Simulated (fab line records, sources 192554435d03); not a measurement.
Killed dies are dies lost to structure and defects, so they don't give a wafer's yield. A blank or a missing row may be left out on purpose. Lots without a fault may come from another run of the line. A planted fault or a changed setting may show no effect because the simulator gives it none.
Chamber matching | flow n5_finfet | N5_BEOL_M7_VIA_ETCH_34 on rie_diel-04: 4 sister chambers
The step etches SiCOH lowk in C4F6/O2, target depth 125.5 nm, time 50.5 s. 8 wafers are shown with their chamber, then 7 later ones without.

WAFERS WITH THEIR CHAMBER
wafer  | chamber | drypump_motor_current_A (A) | throttle_valve_pct (%)
L285.1 | 2       | 5.74                        | 20.63
L284.3 | 2       | 5.79                        | 20.63
L284.4 | 1       | 5.91                        | 20.86
L288.3 | 0       | 5.69                        | 21.31
L291.1 | 0       | 5.69                        | 21.32
L291.4 | 3       | 5.52                        | 21.14
L301.2 | 1       | 5.94                        | 20.90
L301.4 | 3       | 5.49                        | 20.86

WAFERS WITHOUT THEIR CHAMBER
wafer  | drypump_motor_current_A (A) | throttle_valve_pct (%)
L301.6 | 5.94                        | 20.89
L304.4 | 5.49                        | 20.87
L304.5 | 5.49                        | 20.87
L304.6 | 5.76                        | 20.67
L306.2 | 5.91                        | 20.89
L306.3 | 5.68                        | 21.36
L306.6 | 5.91                        | 20.90

WHICH CHAMBER EACH WENT THROUGH
wafer  | from the rows above | in truth
L301.6 | 1                   | 1
L304.4 | 3                   | 3
L304.5 | 3                   | 3
L304.6 | 2                   | 2
L306.2 | 1                   | 1
L306.3 | 0                   | 0
L306.6 | 1                   | 1
Placed correctly: 7 of 7. Can't be placed from these rows: 0. Placed wrongly: 0.
How it was worked out, from the rows above alone: a wafer's distance from a chamber is the root of the sum, over the readings, of the square of ((its reading less the chamber's mean) divided by the reading's scatter). The wafer belongs to the nearest chamber; if the next one is less than 2 further off, it can't be placed. A chamber's mean is the mean of its shown wafers. The scatter: the root of (the sum of the squares of (reading less its chamber's mean) over the shown wafers, divided by (wafers less chambers)).
